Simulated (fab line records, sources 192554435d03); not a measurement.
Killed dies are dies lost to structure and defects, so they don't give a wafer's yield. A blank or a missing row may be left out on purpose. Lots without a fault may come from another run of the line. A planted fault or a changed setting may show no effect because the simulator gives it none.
Chamber matching | flow n5_finfet | N5_MIM_TOP_ALD_00 on ald_hk-01: 4 sister chambers
The step deposits Al2O3, purge time 3 s, co reactant pulse time 3 s. 8 wafers are shown with their chamber, then 9 later ones without.

WAFERS WITH THEIR CHAMBER
wafer  | chamber | precursor_pulse_height_rel
L077.6 | 3       | 0.990
L082.3 | 3       | 0.952
L082.5 | 0       | 1.029
L085.1 | 0       | 0.977
L085.4 | 2       | 0.974
L089.2 | 2       | 1.041
L089.4 | 1       | 1.001
L089.6 | 1       | 1.014

WAFERS WITHOUT THEIR CHAMBER
wafer  | precursor_pulse_height_rel
L093.2 | 0.966
L093.4 | 1.044
L093.5 | 0.988
L095.1 | 1.011
L095.4 | 1.037
L095.5 | 1.023
L094.1 | 0.950
L094.2 | 0.996
L094.4 | 0.998

WHICH CHAMBER EACH WENT THROUGH
wafer  | from the rows above               | in truth
L093.2 | can't be placed: 3 or 0 or 1 or 2 | 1
L093.4 | can't be placed: 1 or 2 or 0 or 3 | 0
L093.5 | can't be placed: 0 or 3 or 1 or 2 | 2
L095.1 | can't be placed: 1 or 2 or 0 or 3 | 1
L095.4 | can't be placed: 1 or 2 or 0 or 3 | 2
L095.5 | can't be placed: 1 or 2 or 0 or 3 | 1
L094.1 | can't be placed: 3 or 0 or 1 or 2 | 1
L094.2 | can't be placed: 0 or 1 or 2 or 3 | 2
L094.4 | can't be placed: 0 or 1 or 2 or 3 | 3
Placed correctly: 0 of 9. Can't be placed from these rows: 9 (the true chamber is among the candidates in 9). Placed wrongly: 0.
How it was worked out, from the rows above alone: a wafer's distance from a chamber is the root of the sum, over the readings, of the square of ((its reading less the chamber's mean) divided by the reading's scatter). The wafer belongs to the nearest chamber; if the next one is less than 2 further off, it can't be placed. A chamber's mean is the mean of its shown wafers. The scatter: the root of (the sum of the squares of (reading less its chamber's mean) over the shown wafers, divided by (wafers less chambers)).
